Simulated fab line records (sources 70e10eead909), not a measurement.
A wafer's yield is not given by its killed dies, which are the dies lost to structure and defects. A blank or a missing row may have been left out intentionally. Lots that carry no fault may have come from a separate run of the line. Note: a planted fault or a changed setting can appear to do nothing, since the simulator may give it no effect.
A struck lot beside a sound one | flow nandHarc | 44 steps out of a route of 1302
Sound: the wafers L986.1, L986.2, L986.3. Struck: wafers L997.1, L997.3, L997.6. Last of all comes the cause.
Order at every step that has rows: each side's tool, ch and its chambers, its first start. Under that, the readings that differ: sound wafers | struck wafers | difference of the means | sigmas: that difference in standard deviations of wafers without a fault.
alike: readings whose means differ by less than 2 such deviations, and words and numbers that are the same on both sides. not compared: withheld readings, readings that some wafer has no value for, bounds like >300 that may hide the same value, and numbers for which the record gives no deviation and whose values overlap.
Wherever a step has rows on one side only, a row that says differs or no value, or a row with sigmas, the two part there. Non-overlapping numbers with no deviation appear without sigmas and do not part them. A reading missing from all wafers of one side parts the sides only when that side holds two or more wafers.

first, 2 steps without rows for these wafers: NHARC_P_GATE_PEB_09 (peb time 85 s); NHARC_P_GATE_DEVELOP_10 (time 70 s).
NHARC_P_GATE_CD_MEAS_11 targets a cd of 1640 nm.
  sound on cdSem-03 ch 0, day 6 02:32; struck on cdSem-01 ch 0, day 10 10:33
  alike: cdNm
then, 1 step without rows for these wafers: NHARC_P_GATE_HARDBAKE_12 (time 80 s).
NHARC_P_GATE_DESCUM_13: chemistry O2, time 3 s.
  sound on rieDiel-10 ch 0,1,3, day 6 02:41; struck on rieDiel-01 ch 0,1,3, day 10 10:43
  alike: drypumpMotorCurrentA, oesProductAu, rfVppV, showerheadPlenumPTorr, throttleValvePct
  not compared: rfHoursCounterH
then, 6 steps without rows for these wafers: NHARC_P_GATE_ETCH_14 (etches SiO2 in dHF, target depth 48.8 nm); NHARC_P_GATE_STRIP_15 (strips in SPM, time 780 s); NHARC_P_GATE_PRECLEAN_71 (cleans in SC1); NHARC_P_GATE_SRD_72; NHARC_P_GATE_OXIDE_16 (material SiO2, target thk 3 nm, ox time 392 s); NHARC_P_GATE_CVD_17 (deposits poly-Si, target thk 150 nm, time 900 s).
NHARC_P_GATE_HM_DEP_102: deposits aC, target thk 120 nm.
  sound on aclDep-01 ch 0, day 6 18:25; struck on aclDep-03 ch 0, day 11 03:19
reading            | sound                | struck | difference                    | sigmas
susceptorTempC (C) | 399.92 399.61 399.59 | - - -  | no value on the struck wafers | 
  alike: throttleValvePct
NHARC_P_GATE_DEP_103: deposits SiON, target thk 30 nm.
  sound on pecvd-04 ch 0,1,2, day 6 19:08; struck on pecvd-02 ch 1,2, day 11 03:58
  alike: heaterPowerW, rfFwdPowerW, susceptorTempC
then, 8 steps without rows for these wafers: NHARC_P_GATE_DEHYDRATE_18 (time 120 s); NHARC_P_GATE_HMDS_19 (time 30 s); NHARC_P_GATE_COAT_20 (resist thk 90 nm); NHARC_P_GATE_SOFTBAKE_21 (time 55 s); NHARC_P_GATE_EBR_22; NHARC_P_GATE_EXPOSE_23 (exposes mask P GATE, target cd 120 nm); NHARC_P_GATE_PEB_24 (peb time 65 s); NHARC_P_GATE_DEVELOP_25 (develop time 35 s).
NHARC_P_GATE_CD_MEAS_26 targets a cd of 120 nm.
  sound on cdSem-03 ch 0, day 6 19:48; struck on cdSem-02 ch 0, day 11 04:31
  alike: cdNm
NHARC_P_GATE_OVL_MEAS_27:
  sound: overlay-02 at day 6 19:53; struck: overlay-01 at day 11 04:37
  alike: overlayXNm, overlayYNm
NHARC_P_GATE_INSPECT_28:
  sound: defectInspect-02 at day 6 19:56; struck: defectInspect-02 at day 11 04:39
reading        | sound | struck      | difference | sigmas
rawDefectCount | 6 7 8 | 723 690 709 | +700       | +99 or more
then, 6 steps without rows for these wafers: NHARC_P_GATE_DESCUM_31 (chemistry O2, time 3 s); NHARC_P_GATE_ETCH_104 (etches the open film in CF4/CHF3, target depth 60 nm); NHARC_P_GATE_HM_OPEN_105 (chemistry O2/COS, target depth 360 nm); NHARC_P_GATE_STRIP_106 (strips in O2/COS); NHARC_P_GATE_ETCH_114 (etches the open film in CF4/O2, target depth 30 nm, overetch 3 nm, time 16.5 s); NHARC_P_GATE_ETCH_32 (etches the open film in HBr/Cl2, target depth 150 nm, time 100.1 s).
NHARC_P_GATE_STRIP_108: strips in O2.
  sound on rieDiel-01 ch 0,2,3, day 6 20:37; struck on rieDiel-01 ch 1,3, day 11 05:23
  alike: drypumpMotorCurrentA, oesProductAu, rfVppV, showerheadPlenumPTorr, throttleValvePct
  not compared: rfHoursCounterH
NHARC_P_GATE_CD_MEAS_33:
  sound: cdSem-01 at day 6 20:47; struck: cdSem-03 at day 11 05:32
  alike: cdNm
then, 3 steps without rows for these wafers: NHARC_P_GATE_STRIP_35 (strips in SPM, time 600 s); NHARC_P_GATE_PRECLEAN_73 (cleans in SC1); NHARC_P_GATE_SRD_74.
NHARC_P_GATE_ALD_36: deposits SiNx, target thk 20 nm, pulse time 60 s, ald cycles 223.
  sound on aldSin-04 ch 0,2,3, day 6 21:14; struck on aldSin-01 ch 0,2,3, day 11 08:07
reading            | sound | struck               | difference                   | sigmas
susceptorTempC (C) | - - - | 400.08 399.73 400.09 | no value on the sound wafers | 
  alike: heaterPowerW, precursorPulseHeightRel
then, 1 step without rows for these wafers: NHARC_P_GATE_ETCHBACK_37 (etches the open film in CHF3/O2, target depth 34.5 nm, time 17.2 s).
NHARC_P_GATE_STRIP_101: strips in O2, time 20 s.
  sound on rieDiel-10 ch 1,2,3, day 7 06:43; struck on rieDiel-10 ch 2,3, day 11 15:38
  alike: drypumpMotorCurrentA, oesProductAu, rfVppV, showerheadPlenumPTorr, throttleValvePct
  not compared: rfHoursCounterH
then, 4 steps without rows for these wafers: NHARC_P_GATE_PRECLEAN_97 (cleans in SPM, time 600 s); NHARC_P_GATE_SRD_98; NHARC_P_GATE_PRECLEAN_99 (cleans in SC1); NHARC_P_GATE_SRD_100.
NHARC_P_GATE_INSPECT_68:
  sound: defectInspect-02 at day 7 14:15; struck: defectInspect-02 at day 11 22:58
reading        | sound       | struck      | difference | sigmas
rawDefectCount | 215 119 123 | 865 807 856 | +690       | +10
-- record jumps: 19 days between struck wafers' starts before vs after; left off in module P_GATE, resumes in module END, first step shown is number 1302 of the route --
NHARC_END_SORT_01:
  here the record holds rows for the struck wafers (prober-02 ch 0, day 30 20:56) but none for the sound ones

## WHERE THEY PART
First at NHARC_P_GATE_HM_DEP_102; last, within this record, at NHARC_END_SORT_01.

WHY: what had been put in by the simulator
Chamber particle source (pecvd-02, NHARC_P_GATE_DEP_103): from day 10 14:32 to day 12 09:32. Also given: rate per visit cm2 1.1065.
